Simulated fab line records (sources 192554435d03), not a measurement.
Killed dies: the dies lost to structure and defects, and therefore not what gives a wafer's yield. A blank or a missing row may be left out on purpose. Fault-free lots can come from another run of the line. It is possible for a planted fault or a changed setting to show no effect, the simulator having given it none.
fab line records	flow n5-finfet
record lots=7	wafers=21
route steps=1938 shown BEOL_M8@1342 BEOL_M9@1407 BEOL_M10@1533 BEOL_M11@1536
start-h: start of the lot's first displayed wafer, in hours after the record's first day	wait-h: hours from the lot's prior step to this one	" the same as in the row above	L1.1+2: a single row standing in for several wafers	- no value, or no start was given	* or withheld: withheld	< > ~ a bound
route shown NAME@n: a module of which the file shows steps, and the number in the route of the first	usual: average and standard deviation across the fault-free wafers	same: alike in all rows	chamber/n: place in a boat	sites: each site's reading	_std_site: standard deviation of those values	_edge_site: inner sites' mean taken away from outer sites' mean	radius-mm: for every site, how far away it sits from the centre of the wafer	mask NAME#n: copy n	behind: the last tool/chamber to shape the wafer	hold: the reason the lot was held/the length of the hold in hours/how it ended	device: the transistor (n, p or np) that didn't switch	end of line: the route-end tests of the same wafers	a step given without rows: its recipe and nothing more	killed: count of dies lost to structure and defects at first sort (not the wafer's yield)	map: a wafer's dies, marking killed ones x, the rest . and places with no die _
set.NAME: the setting the step ran with; set.NAME@STEP: the setting that earlier step ran with	model.NAME: the simulator's own value behind a step, which no gauge read
lots run with intentionally changed settings; tables by step, rows by wafer
## steps
# step N5_BEOL_M8_EXPOSE_08
# recipe mask-id=M8	na=1.35	source-shape=dipole	sigma-inner=0.817	sigma-outer=0.97	polarization=te	dose-mj=68.25
lot.wafer	tool	chamber	start-h	wait-h	mask	set.dose-mj
L074.2+5	arfi-scanner-02	0	208.21	-	M8#0	70.09
L074.6	"	0	"	"	M8#0	68.25
L079.1	arfi-scanner-03	0	233.25	-	M8#0	63.3
L079.2+6	"	0	"	"	M8#0	68.25
L080.1+4+5	arfi-scanner-01	0	256.41	-	M8#0	68.25
L084.1+3+6	arfi-scanner-03	0	273.27	-	M8#0	68.25
L088.2+4+5	arfi-scanner-03	0	278.59	-	M8#0	68.25
L087.4	arfi-scanner-01	0	278.93	-	M8#0	68.25
L087.5+6	"	0	"	"	M8#0	71.44
L091.1+2+4	arfi-scanner-01	0	314.60	-	M8#0	68.25
# step N5_BEOL_M8_PEB_09
# recipe peb-temp-c=withheld	peb-time-s=60	resist=CAR-ArF
# step N5_BEOL_M8_DEVELOP_10
# recipe develop-time-s=30	developer=TMAH	resist=CAR-ArF	rinse-liquid=diw	dry=air-spin	dev-temp-c=23
# step N5_BEOL_M8_CD_MEAS_11
# recipe target-cd-nm=38.5	landing-energy-ev=500	detector=se-inlens	polarity=opening
# usual cd-nm=38.8/0.54
lot.wafer	tool	chamber	start-h	wait-h	set.dose-mj@BEOL_M8_EXPOSE_08	cd-nm
L074.2	cd-sem-02	0	208.33	-	70.09	40.8
L074.5	"	0	"	"	70.09	40.5
L074.6	"	0	"	"	68.25	38.6
L079.1	cd-sem-03	0	233.38	-	63.3	34.6
L079.2	"	0	"	"	68.25	39.5
L079.6	"	0	"	"	68.25	39.0
L080.1	cd-sem-02	0	256.54	-	68.25	37.9
L080.4	"	0	"	"	68.25	38.1
L080.5	"	0	"	"	68.25	38.0
L084.1	cd-sem-03	0	273.40	-	68.25	39.5
L084.3	"	0	"	"	68.25	39.5
L084.6	"	0	"	"	68.25	39.0
L088.2	cd-sem-01	0	278.71	-	68.25	39.0
L088.4	"	0	"	"	68.25	39.5
L088.5	"	0	"	"	68.25	39.6
L087.4	cd-sem-02	0	279.04	-	68.25	38.4
L087.5	"	0	"	"	71.44	40.8
L087.6	"	0	"	"	71.44	40.8
L091.1	cd-sem-03	0	314.73	-	68.25	37.9
L091.2	"	0	"	"	68.25	38.7
L091.4	"	0	"	"	68.25	38.5
# step N5_BEOL_M8_DESCUM_16
# recipe chemistry=O2	time-s=7.9	source-power-w=50	bias-power-w=20	pressure-mtorr=20	rf-frequency-hz=2.712e+07	temp-c=40	resist=CAR-ArF	o2-flow-sccm=225
# step N5_BEOL_M8_ETCH_61
# recipe chemistry=CF4	target=SiARC	target-depth-a=455	mask-material=CAR-ArF	time-s=75.8	ion-energy-ev=80	pressure-mtorr=40	source-w=545	bias-w=36	Ar_flow_sccm=100	cf4-flow-sccm=100	ends=cleared
# usual etch-rf-on-time-s=75.6/1.2
lot.wafer	tool	chamber	start-h	wait-h	set.spin-rpm@BEOL_M8_COAT_60	set.dose-mj@BEOL_M8_EXPOSE_08	etch-rf-on-time-s	model.etch.depth-nm	model.CAR-ArF_of_BEOL_M8_COAT_05.thk-nm	model.BEOL_M8.cd-offset-nm
L074.2	rie-diel-04	2	208.46	0.0	1500	70.09	74.2	34.98	50.8	2
L074.5	"	1	"	"	1500	70.09	76.7	35.08	51.2	1.6
L074.6	"	2	"	"	1500	68.25	74.3	34.98	51.2	0.2
L079.1	rie-diel-03	2	233.50	0.0	1500	63.3	76.5	34.93	51.2	-3.4
L079.2	"	1	"	"	1362	68.25	80.6	36.58	49.4	0.8
L079.6	"	1	"	"	1500	68.25	77.0	34.91	50.8	0.6
L080.1	rie-diel-02	1	256.94	0.0	1500	68.25	75.8	34.94	50.6	-0.6
L080.4	"	0	"	"	1354	68.25	79.8	36.74	49	-0.4
L080.5	"	0	"	"	1500	68.25	75.5	34.96	50.4	-0.8
L084.1	rie-diel-03	1	273.53	0.0	1614	68.25	74.3	33.66	52	0.8
L084.3	"	3	"	"	1500	68.25	76.4	34.84	50.8	0.8
L084.6	"	2	"	"	1614	68.25	72.8	33.63	52.2	0.4
L088.2	rie-diel-02	2	279.50	0.0	1500	68.25	75.8	34.86	51.2	0.2
L088.4	"	2	"	"	1500	68.25	75.7	34.84	51.2	0.8
L088.5	"	2	"	"	1500	68.25	75.9	34.78	51.4	0.8
L087.4	rie-diel-03	2	279.78	0.0	1500	68.25	76.8	35.08	50.6	-0.2
L087.5	"	0	"	"	1500	71.44	74.6	35.11	50.6	2.4
L087.6	"	1	"	"	1362	71.44	80.9	36.83	49	2.2
L091.1	rie-diel-03	0	314.85	0.0	1500	68.25	75.1	35.11	51.2	-0.8
L091.2	"	1	"	"	1395	68.25	79.5	36.4	49.6	0.4
L091.4	"	3	"	"	1395	68.25	80.1	36.45	49.8	0
# step N5_BEOL_M8_ETCH_62
# recipe chemistry=N2/H2	target=SOC	target-depth-a=1100	overetch-a=220	mask-material=SiARC	temp-c=40	time-s=165	ion-energy-ev=200	pressure-mtorr=30	source-w=840	bias-w=150	n2-flow-sccm=200	h2-flow-sccm=200
lot.wafer	tool	chamber	start-h	wait-h	set.spin-rpm@BEOL_M8_COAT_60	model.SiARC_of_BEOL_M8_COAT_60.thk-nm
L074.2+6	rie-diel-04	2	208.51	0.0	1500	28.2
L074.5	"	1	"	"	1500	28.4
L079.1	rie-diel-03	2	233.56	0.0	1500	28
L079.2	"	1	"	"	1362	29.8
L079.6	"	1	"	"	1500	28.2
L080.1	rie-diel-02	1	257.00	0.0	1500	28.4
L080.4	"	0	"	"	1354	30
L080.5	"	0	"	"	1500	28.2
L084.1	rie-diel-03	1	273.58	0.0	1614	26.8
L084.3	"	3	"	"	1500	28.4
L084.6	"	2	"	"	1614	26.6
L088.2+4+5	rie-diel-02	2	279.58	0.1	1500	28.2
L087.4	rie-diel-03	2	279.84	0.0	1500	28.2
L087.5	"	0	"	"	1500	28
L087.6	"	1	"	"	1362	30
L091.1	rie-diel-03	0	314.91	0.0	1500	28.2
L091.2	"	1	"	"	1395	29.6
L091.4	"	3	"	"	1395	30
# step N5_BEOL_M8_STRIP_68
# recipe chemistry=N2/H2	temp-c=40	n2-flow-sccm=200	h2-flow-sccm=200	rf-frequency-hz=6e+07
# step N5_BEOL_M8_STRIP_67
# recipe chemistry=CF4	resist=SiARC	power-w=300	bias-power-w=75	pressure-mtorr=50	cf4-flow-sccm=150	rf-frequency-hz=6e+07
# step N5_BEOL_M8_HM_OPEN_17
# recipe chemistry=Cl2/BCl3	target-depth-a=200	overetch-a=60	target=TiN	mask-material=SOC	ion-energy-ev=150	pressure-mtorr=10	icp-w=1000	bias-w=126	Cl2_flow_sccm=53.25	bcl3-flow-sccm=21.75	Ar_flow_sccm=25
# step N5_BEOL_M8_STRIP_19
# recipe chemistry=O2	power-w=400	temp-c=40	pressure-mtorr=30	rf-frequency-hz=6e+07	bias-power-w=0	overash-fraction=0.2	o2-flow-sccm=225
# step N5_BEOL_M8_CD_MEAS_18
# recipe pitch-nm=80	target-cd-nm=40
# usual cd-nm=40.2/0.64
lot.wafer	tool	chamber	start-h	wait-h	set.dose-mj@BEOL_M8_EXPOSE_08	cd-nm
L074.2	cd-sem-01	-	208.88	0.1	70.09	42.0
L074.5	"	-	"	"	70.09	41.4
L074.6	"	-	"	"	68.25	40.3
L079.1	cd-sem-02	-	234.04	0.0	63.3	36.1
L079.2	"	-	"	"	68.25	41.0
L079.6	"	-	"	"	68.25	40.7
L080.1	cd-sem-01	-	257.72	0.0	68.25	38.9
L080.4	"	-	"	"	68.25	40.1
L080.5	"	-	"	"	68.25	39.0
L084.1	cd-sem-02	-	274.08	0.0	68.25	41.0
L084.3	"	-	"	"	68.25	41.7
L084.6	"	-	"	"	68.25	40.6
L088.2	cd-sem-02	-	280.08	0.1	68.25	40.3
L088.4	"	-	"	"	68.25	40.6
L088.5	"	-	"	"	68.25	41.0
L087.4	cd-sem-03	-	280.42	0.1	68.25	39.4
L087.5	"	-	"	"	71.44	41.9
L087.6	"	-	"	"	71.44	42.3
L091.1	cd-sem-01	-	315.28	0.0	68.25	39.6
L091.2	"	-	"	"	68.25	40.4
L091.4	"	-	"	"	68.25	40.1
# step N5_BEOL_M8_COAT_63
# recipe resist=SOC	temp-c=250	time-s=60	spin-rpm=1500	resist-thk-nm=60
# step N5_BEOL_M8_COAT_64
# recipe resist=SiARC	temp-c=220	time-s=60	spin-rpm=1500	resist-thk-nm=12
# step N5_BEOL_M8_PRECLEAN_42
# recipe chemistry=residue-remover	time-s=60	temp-c=40
# step N5_BEOL_M8_SRD_43
# recipe time-s=30	temp-c=23	rinse-liquid=diw	dry=ipa-marangoni
# step N5_BEOL_M8_CD_MEAS_35
# recipe target-cd-nm=40	polarity=opening
# usual cd-nm=40.1/0.65
lot.wafer	tool	chamber	start-h	wait-h	set.dose-mj@BEOL_M8_EXPOSE_08	cd-nm
L074.2	cd-sem-01	-	210.53	0.0	70.09	42.1
L074.5	"	-	"	"	70.09	42.0
L074.6	"	-	"	"	68.25	40.7
L079.1	cd-sem-02	-	236.48	0.0	63.3	36.2
L079.2	"	-	"	"	68.25	40.4
L079.6	"	-	"	"	68.25	40.4
L080.1	cd-sem-02	-	261.34	0.0	68.25	39.4
L080.4	"	-	"	"	68.25	39.9
L080.5	"	-	"	"	68.25	39.4
L084.1	cd-sem-03	-	275.18	0.0	68.25	41.2
L084.3	"	-	"	"	68.25	41.3
L084.6	"	-	"	"	68.25	40.5
L087.4	cd-sem-03	-	282.56	0.0	68.25	39.4
L087.5	"	-	"	"	71.44	41.8
L087.6	"	-	"	"	71.44	42.0
L088.2	cd-sem-03	-	283.33	0.0	68.25	40.1
L088.4	"	-	"	"	68.25	40.2
L088.5	"	-	"	"	68.25	40.6
L091.1	cd-sem-01	-	316.52	0.0	68.25	39.4
L091.2	"	-	"	"	68.25	40.4
L091.4	"	-	"	"	68.25	40.5
# step N5_BEOL_M9_COAT_60
# recipe resist=SiARC	temp-c=220	time-s=60	spin-rpm=1500	resist-thk-nm=30
lot.wafer	tool	chamber	start-h	wait-h	set.spin-rpm	model.SiARC_of_BEOL_M9_COAT_60.thk-nm
L074.2	litho-track-04	0	-	-	1500	29.8
L074.5	"	0	"	"	1500	30
L074.6	"	0	"	"	1627	28.8
L079.1	litho-track-04	0	-	-	1500	30
L079.2+6	"	0	"	"	1603	29
L080.1+4+5	litho-track-03	0	-	-	1500	30
L084.1	litho-track-03	0	-	-	1500	30
L084.3	"	0	"	"	1381	31.2
L084.6	"	0	"	"	1381	31.4
L087.4	litho-track-05	0	-	-	1500	30
L087.5+6	"	0	"	"	1500	30.2
L088.2+4+5	litho-track-04	0	-	-	1500	30
L091.1+4	litho-track-04	0	-	-	1616	29
L091.2	"	0	"	"	1500	30
# step N5_BEOL_M9_COAT_05
# recipe resist=CAR-ArF	spin-rpm=1500	resist-thk-nm=90
# step N5_BEOL_M9_EBR_07
# recipe solvent=PGMEA	ebr-width-mm=1.5
# step N5_BEOL_M9_DESCUM_16
# recipe chemistry=O2	time-s=7.9	source-power-w=50	bias-power-w=20	pressure-mtorr=20	rf-frequency-hz=2.712e+07	temp-c=40	resist=CAR-ArF	o2-flow-sccm=225
# step N5_BEOL_M9_ETCH_61
# recipe chemistry=CF4	target=SiARC	target-depth-a=390	mask-material=CAR-ArF	time-s=65	ion-energy-ev=80	pressure-mtorr=40	source-w=545	bias-w=36	Ar_flow_sccm=100	cf4-flow-sccm=100	ends=cleared
lot.wafer	tool	chamber	start-h	wait-h	set.spin-rpm@BEOL_M9_COAT_60	model.etch.depth-nm	model.CAR-ArF_of_BEOL_M9_COAT_05.thk-nm
L074.2	rie-diel-06	3	214.83	0.0	1500	29.89	55.8
L074.5	"	1	"	"	1500	30.01	55.8
L074.6	"	2	"	"	1627	28.79	56.8
L079.1	rie-diel-05	1	243.94	0.0	1500	30.04	55.6
L079.2	"	3	"	"	1603	29.01	57
L079.6	"	1	"	"	1603	29	56.8
L080.1	rie-diel-06	3	267.44	0.0	1500	29.97	55.2
L080.4+5	"	2,3	"	"	1500	29.95	55.4
L084.1	rie-diel-01	3	283.06	0.0	1500	30.02	55.2
L084.3	"	1	"	"	1381	31.28	54.2
L084.6	"	1	"	"	1381	31.37	54.4
L087.4	rie-diel-06	2	289.26	0.0	1500	30.06	56.2
L087.5	"	0	"	"	1500	30.14	56.2
L087.6	"	1	"	"	1500	30.11	56
L088.2	rie-diel-06	1	289.51	0.0	1500	29.98	55.6
L088.4	"	3	"	"	1500	29.93	55.4
L088.5	"	2	"	"	1500	29.91	55.4
L091.1	rie-diel-01	2	321.03	0.0	1616	29	56
L091.2	"	0	"	"	1500	30.06	55.2
L091.4	"	3	"	"	1616	29.07	56.6
# step N5_BEOL_M9_ETCH_66
# recipe chemistry=N2/H2	target=SOC	target-depth-a=800	overetch-a=160	mask-material=SiARC	temp-c=40	time-s=120	ion-energy-ev=200	pressure-mtorr=30	source-w=840	bias-w=150	n2-flow-sccm=200	h2-flow-sccm=200
lot.wafer	tool	chamber	start-h	wait-h	set.time-s	model.SiARC_of_BEOL_M9_COAT_64.thk-nm
L074.2	rie-diel-06	1	217.81	0.0	120	6.6
L074.5	"	2	"	"	127.1	6.4
L074.6	"	3	"	"	120	6.2
L079.1+6	rie-diel-01	0	244.87	0.0	120	6.6
L079.2	"	2	"	"	120	6.4
L080.1	rie-diel-05	3	268.55	0.0	141.2	5.6
L080.4	"	1	"	"	141.2	5.2
L080.5	"	1	"	"	120	6.2
L084.1	rie-diel-01	2	284.95	0.0	108.1	6.8
L084.3	"	0	"	"	108.1	7.2
L084.6	"	0	"	"	120	6.6
L087.4+5	rie-diel-01	3	290.99	0.0	136.1	5.6
L087.6	"	0	"	"	120	6.6
L088.2+4	rie-diel-05	0,2	291.08	0.0	120	6.2
L088.5	"	3	"	"	120	6.6
L091.1	rie-diel-06	3	324.32	0.0	144.1	5.2
L091.2	"	0	"	"	120	6.8
L091.4	"	2	"	"	120	6.6
# step N5_BEOL_M10_DEP_56
# recipe material=SiCN	target-thk-a=150	temp-c=withheld	precursor=3MS/NH3	pressure-torr=3	rf-w=202	time-s=26.5
lot.wafer	tool	chamber	start-h	wait-h	set.time-s	model.SiCN_of_BEOL_M10_DEP_56.thk-nm
L074.2	pecvd-01	1	228.23	0.0	30.34	17
L074.5+6	"	0,1	"	"	26.5	15.2
L079.1+6	pecvd-01	0,2	258.15	0.0	24.82	14.2
L079.2	"	1	"	"	26.5	14.8
L080.1	pecvd-03	1	283.40	0.0	26.5	15
L080.4	"	1	"	"	28.82	16.4
L080.5	"	0	"	"	28.82	16.8
L084.1	pecvd-02	2	297.31	0.0	26.5	15
L084.3	"	0	"	"	25.22	14.4
L084.6	"	2	"	"	26.5	15.2
L088.2+4	pecvd-03	0,1	301.88	0.0	26.5	15
L088.5	"	0	"	"	26.5	15.2
L087.4+5	pecvd-01	2,0	302.79	0.0	26.5	15.4
L087.6	"	1	"	"	26.5	15.2
L091.1	pecvd-01	0	336.46	0.0	25.4	14.4
L091.2+4	"	1,2	"	"	25.4	14.6
# step N5_BEOL_M11_ILD_DEP_00
# recipe material=SiCOH_lowk	target-thk-a=3085.1	temp-c=300	precursor=DEMS/porogen	pressure-torr=5	rf-w=500	time-s=58
lot.wafer	tool	chamber	start-h	wait-h	set.time-s	model.SiCOH_lowk_of_BEOL_M11_ILD_DEP_00.thk-nm
L074.2	pecvd-03	0	228.38	0.0	58	304.8
L074.5	"	1	"	"	58	307.2
L074.6	"	0	"	"	58	311.6
L079.1	pecvd-02	0	258.33	0.1	62.36	324.4
L079.2	"	1	"	"	62.36	326.4
L079.6	"	2	"	"	62.36	337.8
L080.1	pecvd-04	1	283.54	0.0	58	303.2
L080.4	"	2	"	"	62.01	329.4
L080.5	"	0	"	"	58	309.4
L084.1	pecvd-04	1	297.45	0.0	64.54	340.2
L084.3	"	0	"	"	58	302.4
L084.6	"	2	"	"	64.54	341.8
L088.2	pecvd-02	1	302.02	0.0	58	304.6
L088.4+5	"	0,2	"	"	58	312
L087.4	pecvd-04	0	302.94	0.1	58	311.8
L087.5	"	1	"	"	58	313
L087.6	"	2	"	"	58	311
L091.1	pecvd-02	0	336.60	0.0	60.99	321.8
L091.2	"	2	"	"	58	306.8
L091.4	"	0	"	"	60.99	327
# step N5_BEOL_M11_CURE_71
# recipe temp-c=385	time-s=240	ambient=He/Ar	material=SiCOH_lowk
lot.wafer	tool	chamber	start-h	wait-h	set.time-s@BEOL_M11_ILD_DEP_00	model.SiCOH_lowk_of_BEOL_M11_ILD_DEP_00.thk-nm
L074.2	uv-cure-02	2	228.62	0.2	58	264.6
L074.5	"	2	"	"	58	266.8
L074.6	"	2	"	"	58	270.6
L079.1	uv-cure-01	1	258.48	0.1	62.36	282
L079.2	"	1	"	"	62.36	283.8
L079.6	"	1	"	"	62.36	294
L080.1	uv-cure-01	2	283.61	0.0	58	263.4
L080.4	"	2	"	"	62.01	286.4
L080.5	"	2	"	"	58	268.8
L084.1	uv-cure-03	0	297.52	0.0	64.54	296
L084.3	"	0	"	"	58	262.6
L084.6	"	0	"	"	64.54	297.4
L088.2	uv-cure-02	0	302.18	0.1	58	264.6
L088.4	"	0	"	"	58	271.2
L088.5	"	0	"	"	58	271
L087.4	uv-cure-02	0	303.30	0.3	58	271
L087.5	"	0	"	"	58	272
L087.6	"	0	"	"	58	270.2
L091.1	uv-cure-02	1	337.01	0.4	60.99	279.8
L091.2	"	1	"	"	58	266.4
L091.4	"	1	"	"	60.99	284.4
# step N5_BEOL_M11_THK_MEAS_01
# recipe reads=SiCOH_lowk_of_BEOL_M11_ILD_DEP_00
# usual M11_ILD_THK=267/3.7
lot.wafer	tool	chamber	start-h	wait-h	set.time-s@BEOL_M11_ILD_DEP_00	M11_ILD_THK[nm]
L074.2	film-metro-01	-	229.45	0.7	58	265
L074.5	"	-	"	"	58	267
L074.6	"	-	"	"	58	271
L079.1	film-metro-01	-	258.99	0.4	62.36	282
L079.2	"	-	"	"	62.36	284
L079.6	"	-	"	"	62.36	294
L080.1	film-metro-01	-	284.13	0.4	58	264
L080.4	"	-	"	"	62.01	286
L080.5	"	-	"	"	58	269
L084.1	film-metro-02	-	298.52	0.8	64.54	296
L084.3	"	-	"	"	58	263
L084.6	"	-	"	"	64.54	297
L088.2	film-metro-01	-	302.61	0.4	58	265
L088.4	"	-	"	"	58	271
L088.5	"	-	"	"	58	271
L087.4	film-metro-02	-	303.57	0.2	58	271
L087.5	"	-	"	"	58	272
L087.6	"	-	"	"	58	270
L091.1	film-metro-02	-	337.53	0.4	60.99	280
L091.2	"	-	"	"	58	266
L091.4	"	-	"	"	60.99	284
# step N5_BEOL_M11_ETCH_41
# recipe chemistry=CH3F/O2	target=SiCN	target-depth-a=426	taper-deg=2	time-s=86	ion-energy-ev=120	mask-material=TiN	pressure-mtorr=30	source-w=395	bias-w=75	Ar_flow_sccm=150	CH3F_flow_sccm=30	O2_flow_sccm=20
lot.wafer	tool	chamber	start-h	wait-h	set.time-s	model.etch.depth-nm
L074.2	rie-diel-01	3	-	-	77.63	29.06
L074.5	"	3	"	"	86	32.27
L074.6	"	2	"	"	86	32.44
L079.1	rie-diel-01	1	-	-	86	33.46
L079.2	"	3	"	"	96.27	36.74
L079.6	"	1	"	"	96.27	37.5
L080.1	rie-diel-05	2	-	-	86	32.65
L080.4	"	0	"	"	86	33.1
L080.5	"	0	"	"	69.23	26.73
L084.1	rie-diel-01	2	-	-	86	32.83
L084.3	"	3	"	"	74.17	28.21
L084.6	"	3	"	"	74.17	28.23
L087.4	rie-diel-06	2	-	-	86	31.72
L087.5	"	3	"	"	73.74	28.14
L087.6	"	2	"	"	86	32.03
L088.2	rie-diel-01	0	-	-	86	31.52
L088.4	"	1	"	"	86	33.16
L088.5	"	0	"	"	86	31.69
L091.1	rie-diel-01	2	-	-	75.61	28.76
L091.2	"	0	"	"	86	31.6
L091.4	"	2	"	"	75.61	28.79
## key
split step=N5_BEOL_M8_EXPOSE_08	setting=dose-mj	stated=68.25	by=wafer
response step=N5_BEOL_M8_CD_MEAS_11	reading=cd-nm	change=+0.619	per=1%	r=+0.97
response step=N5_BEOL_M8_ETCH_61	reading=model.BEOL_M8.cd-offset-nm	change=+0.56	per=1%	r=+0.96
response step=N5_BEOL_M8_CD_MEAS_18	reading=cd-nm	change=+0.616	per=1%	r=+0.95
response step=N5_BEOL_M8_CD_MEAS_35	reading=cd-nm	change=+0.564	per=1%	r=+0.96
split step=N5_BEOL_M9_COAT_60	setting=spin-rpm	stated=1500	by=wafer
response step=N5_BEOL_M9_COAT_60	reading=model.SiARC_of_BEOL_M9_COAT_60.thk-nm	change=-0.142	per=1%	r=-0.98
response step=N5_BEOL_M9_ETCH_61	reading=model.etch.depth-nm	change=-0.146	per=1%	r=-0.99
response step=N5_BEOL_M9_ETCH_61	reading=model.CAR-ArF_of_BEOL_M9_COAT_05.thk-nm	change=+0.137	per=1%	r=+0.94
split step=N5_BEOL_M9_ETCH_66	setting=time-s	stated=120	by=wafer
response step=N5_BEOL_M9_ETCH_66	reading=model.SiARC_of_BEOL_M9_COAT_64.thk-nm	change=-0.0599	per=1%	r=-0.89
split step=N5_BEOL_M10_DEP_56	setting=time-s	stated=26.5	by=wafer
response step=N5_BEOL_M10_DEP_56	reading=model.SiCN_of_BEOL_M10_DEP_56.thk-nm	change=+0.135	per=1%	r=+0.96
split step=N5_BEOL_M11_ILD_DEP_00	setting=time-s	stated=58	by=wafer
response step=N5_BEOL_M11_ILD_DEP_00	reading=model.SiCOH_lowk_of_BEOL_M11_ILD_DEP_00.thk-nm	change=+3.4	per=1%	r=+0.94
response step=N5_BEOL_M11_CURE_71	reading=model.SiCOH_lowk_of_BEOL_M11_ILD_DEP_00.thk-nm	change=+3.01	per=1%	r=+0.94
response step=N5_BEOL_M11_THK_MEAS_01	reading=M11_ILD_THK	change=+3	per=1%	r=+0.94
split step=N5_BEOL_M11_ETCH_41	setting=time-s	stated=86	by=wafer
response step=N5_BEOL_M11_ETCH_41	reading=model.etch.depth-nm	change=+0.3	per=1%	r=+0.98
split outside-this-file step=N5_BEOL_M8_COAT_60 setting=spin-rpm
# split outside-this-file: this setting was split too, and the file shows its column; the key of that split is in another file
